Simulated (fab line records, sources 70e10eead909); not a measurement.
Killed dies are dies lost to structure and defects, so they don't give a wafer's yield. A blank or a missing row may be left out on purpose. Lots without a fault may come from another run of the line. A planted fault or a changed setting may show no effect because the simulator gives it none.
Which tool did it? | flow nand_harc | 11 lots, 33 wafers sampled, at 6 steps of a route of 1159

WHAT THE GAUGES READ, wafer by wafer
NHARC_P_M1_INSPECT_27.
lot  | measured     | on                | raw_defect_count
L704 | day 6 02:56  | defect_inspect-02 | 219 362 275
L706 | day 6 18:13  | defect_inspect-02 | 264 394 156
L705 | day 6 18:46  | defect_inspect-02 | 321 470 383
L707 | day 6 20:34  | defect_inspect-02 | 368 498 286
L709 | day 7 08:04  | defect_inspect-01 | 226 830 342
L713 | day 8 19:05  | defect_inspect-02 | 204 174 236
L714 | day 8 20:43  | defect_inspect-01 | 233 287 287
L716 | day 9 15:41  | defect_inspect-02 | 149 222 315
L718 | day 9 17:21  | defect_inspect-01 | 210 274 146
L723 | day 11 04:58 | defect_inspect-01 | 225 254 468
L725 | day 11 09:32 | defect_inspect-01 | 432 258 326

NHARC_P_M2_CD_MEAS_09: target cd 170 nm.
lot  | measured     | on        | cd_nm (nm)
L704 | day 6 04:19  | cd_sem-03 | 171.0 171.4 170.2
L706 | day 6 19:51  | cd_sem-03 | 171.2 170.9 171.0
L705 | day 6 20:08  | cd_sem-02 | 171.2 171.1 171.6
L707 | day 6 21:56  | cd_sem-03 | 171.0 170.6 169.9
L709 | day 7 09:19  | cd_sem-03 | 169.9 170.7 170.0
L713 | day 8 20:22  | cd_sem-02 | 166.3 167.0 166.1 166.5 166.8 165.7
L714 | day 8 22:06  | cd_sem-01 | 170.6 169.6 170.0
L716 | day 9 17:05  | cd_sem-03 | 166.3 165.8 165.8 166.7 165.8 165.6
L718 | day 9 18:37  | cd_sem-02 | 169.7 169.6 169.4
L723 | day 11 06:20 | cd_sem-01 | 169.1 169.2 169.5
L725 | day 11 11:04 | cd_sem-03 | 169.3 168.8 170.2

NHARC_END_SORT_01.
lot  | measured     | on        | defect_limited_yield (%) | killed_at_array | killed_at_other | killed_at_periphery | killed_dies | killed_open | killed_short | sort_bin_2_pct (%) | sort_bin_3_pct (%) | sort_bin_4_pct (%) | sort_n_pass | sort_rim_yield_pct (%) | sort_yield_pct (%)
L706 | day 19 23:25 | prober-01 | 95.7 96.6 97.2           | 25 20 17        | 1 0 0           | 3 3 2               | 29 23 19    | 3 6 1       | 2 3 1        | 1.2 1.2 0.4        | 0.15 0.15 0        | 3.0 2.1 2.4        | 648 654 658 | 97.2 98.1 100.0        | 95.7 96.6 97.2
L713 | day 21 11:17 | prober-01 | 96.0 96.0 96.3           | 24 17 22        | 1 4 1           | 2 6 2               | 27 27 25    | 1 6 3       | 2 2 2        | 1.3 1.8 1.5        | 0 0 0.15           | 2.7 2.2 2.1        | 650 650 652 | 92.5 94.3 95.3         | 96.0 96.0 96.3
L716 | day 23 09:38 | prober-01 | 94.5 93.2 93.9           | 36 45 41        | 0 0 0           | 1 1 0               | 37 46 41    | 3 2 2       | 2 4 2        | 2.2 2.1 1.8        | 0 0.30 0.74        | 3.2 4.4 3.5        | 640 631 636 | 96.2 91.5 93.4         | 94.5 93.2 93.9
L718 | day 23 04:27 | prober-02 | 97.5 97.8 97.6           | 15 9 13         | 0 0 1           | 2 6 2               | 17 15 16    | 7 1 2       | 2 2 3        | 0.4 1.0 0.4        | 0 0.15 0.30        | 2.1 1.0 1.6        | 660 662 661 | 98.1 99.1 97.2         | 97.5 97.8 97.6

WHICH TOOL RAN EACH LOT (tool, then ch and the chambers of the sampled wafers, then the start)
lot  | NHARC_P_M1_PVD_21                       | NHARC_P_M1_PRE_CLEAN_32        | NHARC_P_M2_PEB_07
L704 | pvd_sputter-01, day 6 02:56 or earlier  | pecvd-02 ch 1,2, day 6 03:00   | litho_track-04 ch 0, day 6 04:14
L706 | pvd_sputter-03, day 6 18:13 or earlier  | pecvd-04 ch 0,2, day 6 18:29   | litho_track-01 ch 0, day 6 19:46
L705 | pvd_sputter-02, day 6 18:46 or earlier  | pecvd-02 ch 0,2, day 6 18:50   | litho_track-01 ch 0, day 6 20:03
L707 | pvd_sputter-03, day 6 20:34 or earlier  | pecvd-03 ch 0,1,2, day 6 20:38 | litho_track-06 ch 0, day 6 21:52
L709 | pvd_sputter-02, day 7 08:04 or earlier  | pecvd-02 ch 0,1,2, day 7 08:10 | litho_track-04 ch 0, day 7 09:14
L713 | pvd_sputter-02, day 8 19:05 or earlier  | pecvd-02 ch 0,2, day 8 19:10   | litho_track-04 ch 0, day 8 20:17
L714 | pvd_sputter-03, day 8 20:43 or earlier  | pecvd-02 ch 1,2, day 8 20:47   | litho_track-06 ch 0, day 8 22:01
L716 | pvd_sputter-01, day 9 15:41 or earlier  | pecvd-02 ch 0,2, day 9 15:46   | litho_track-04 ch 0, day 9 17:01
L718 | pvd_sputter-01, day 9 17:21 or earlier  | pecvd-02 ch 1,2, day 9 17:26   | litho_track-06 ch 0, day 9 18:32
L723 | pvd_sputter-01, day 11 04:58 or earlier | pecvd-03 ch 0,2, day 11 05:03  | litho_track-06 ch 0, day 11 06:15
L725 | pvd_sputter-03, day 11 09:32 or earlier | pecvd-03 ch 0,1, day 11 09:36  | litho_track-06 ch 0, day 11 10:59
- NHARC_P_M1_PVD_21: deposits Cu, target thk 30 nm, time 20.49 s.
- NHARC_P_M1_PRE_CLEAN_32: time 12 s.
- NHARC_P_M2_PEB_07: peb time 65 s.

WHAT THE TOOLS THEMSELVES READ (means of the sampled wafers that have a number; where no wafer has one, the mark that the record gives instead)
NHARC_P_M1_PVD_21.
lot  | tool           | throttle_valve_pct (%)
L704 | pvd_sputter-01 | 30.0
L706 | pvd_sputter-03 | 30.1
L705 | pvd_sputter-02 | 30.0
L707 | pvd_sputter-03 | 30.5
L709 | pvd_sputter-02 | 29.8
L713 | pvd_sputter-02 | 30.2
L714 | pvd_sputter-03 | 30.2
L716 | pvd_sputter-01 | 29.2
L718 | pvd_sputter-01 | 29.8
L723 | pvd_sputter-01 | 30.0
L725 | pvd_sputter-03 | 30.6

NHARC_P_M1_PRE_CLEAN_32.
lot  | tool     | heater_power_outer_w (W) | heater_power_w (W) | rf_fwd_power_W (W) | susceptor_temp_C (C)
L704 | pecvd-02 | 397                      | 643                | 293.0              | 369.94
L706 | pecvd-04 | 369                      | 632                | 292.2              | 370.07
L705 | pecvd-02 | 399                      | 636                | 293.1              | 369.79
L707 | pecvd-03 | 349                      | 638                | 292.8              | 369.97
L709 | pecvd-02 | 425                      | 669                | 292.3              | 369.90
L713 | pecvd-02 | 444                      | 722                | 293.0              | 369.85
L714 | pecvd-02 | 390                      | 620                | 292.4              | 369.98
L716 | pecvd-02 | 362                      | 625                | 292.9              | 369.71
L718 | pecvd-02 | 412                      | 660                | 292.3              | 370.14
L723 | pecvd-03 | 322                      | 611                | 292.1              | 370.02
L725 | pecvd-03 | 359                      | 652                | 293.2              | 370.11

NHARC_P_M2_PEB_07.
lot  | tool           | heater_power_total_W (W) | resist_line_temp_C (C)
L704 | litho_track-04 | 156.4                    | 22.99
L706 | litho_track-01 | 157.2                    | 22.99
L705 | litho_track-01 | 156.9                    | 22.96
L707 | litho_track-06 | 156.8                    | 22.91
L709 | litho_track-04 | 156.6                    | 23.00
L713 | litho_track-04 | 167.5                    | 22.93
L714 | litho_track-06 | 156.2                    | 23.07
L716 | litho_track-04 | 167.7                    | 22.94
L718 | litho_track-06 | 156.8                    | 23.14
L723 | litho_track-06 | 156.6                    | 22.97
L725 | litho_track-06 | 157.0                    | 23.00

THE ANSWER, worked out from the rows above alone
Rule: what is usual is taken from the lots themselves. Put in order of their means at a reading, lots are off if they are a third of the lots or fewer, leave a main group of 4 or more, and stand apart from it by a gap of 3 or more times the standard deviation of the main group's means; of several such gaps the widest counts. A main group whose means are all the same, to the digits that the tables above print for the reading, isn't used. A lot without any number at a reading at which 4 lots or more have one is off too. The other lots that the step has rows for count as sound. The gauges are gone through in route order, then the tools' own readings, and for those a lot's mean is taken as printed above. The first step at which some lot is off is used, and at that step the reading that is off furthest; a lot without a number counts as furthest.
Off: L713, L716, at NHARC_P_M2_CD_MEAS_09 (cd_nm). The main group: mean 170.2 nm, standard deviation 0.69.
A tool fits if, at a process step before that reading, it ran every lot that is off, and no sound lot after the first of them. The gauges at NHARC_P_M2_CD_MEAS_09 aren't tried: what is off there is off at NHARC_P_M2_PEB_07 too, on other tools, and a gauge's error can't cause that. NHARC_P_M1_PVD_21 gives no start for some lots, so the hours and the order of its lots are those of NHARC_P_M1_INSPECT_27. One fits: litho_track-04 at NHARC_P_M2_PEB_07. Its last sound lot is L709 (day 7 09:14), its first lot that is off L713 (day 8 20:17): a fault that began between those two fits.
The tool's own readings at NHARC_P_M2_PEB_07 bear it out: on the lots that are off they differ by more than 5 times the standard deviation of the sound lots' means. heater_power_total_W reads 167.6 W there against 156.7 W on the sound lots.

WHAT THE SIMULATOR HAD PUT IN
Process parameter drift: litho_track-04, from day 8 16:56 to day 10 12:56, at NHARC_P_M2_PEB_07. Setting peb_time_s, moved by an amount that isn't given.
Lots struck among those shown: L713, L716. The rule above found the same.
